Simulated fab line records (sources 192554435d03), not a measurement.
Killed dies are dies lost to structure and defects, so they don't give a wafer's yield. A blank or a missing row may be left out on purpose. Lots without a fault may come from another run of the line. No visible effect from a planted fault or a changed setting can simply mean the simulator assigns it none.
Chamber matching -- flow n5Finfet -- rieDiel-01 running N5_SDB_HM_OPEN_20: 4 sister chambers
The step chemistry CH3F/O2, target SiNx, stops on poly-Si, target depth 24 nm. 4 wafers are shown with their chamber, then 12 later ones without.

EACH WAFER AND ITS CHAMBER
wafer,chamber,drypumpMotorCurrentA (A)
L091.2,0,5.2
L093.1,2,6.3
L093.2,3,5.6
L093.3,1,6.0

WAFERS WITHOUT THEIR CHAMBER
wafer,drypumpMotorCurrentA (A)
L094.2,6.0
L094.4,6.2
L094.5,5.2
L095.1,6.2
L095.2,5.2
L095.3,6.0
L096.2,5.5
L096.3,6.0
L096.4,6.3
L097.1,6.0
L097.3,5.6
L097.6,6.3

THE CHAMBER EACH PASSED THROUGH
wafer,from the rows above,in truth
L094.2,1,1
L094.4,2,2
L094.5,0,0
L095.1,2,2
L095.2,0,0
L095.3,1,1
L096.2,3,3
L096.3,1,1
L096.4,2,2
L097.1,1,1
L097.3,3,3
L097.6,2,2
Correct placement for 12 of the 12. Not placeable from these rows: 0. 0 placed wrongly.
How it was worked out, from the rows above alone: a wafer's distance from a chamber is the root of the sum, over the readings, of the square of ((its reading less the chamber's mean) divided by the reading's scatter). If the next closest chamber is less than 2 further off than the closest, the wafer can't be placed; otherwise it belongs to the closest. Each chamber's mean is taken over the wafers shown for it. The scatter: root of mean squared gap, hidden wafer to nearest shown wafer, with one shown wafer a chamber.
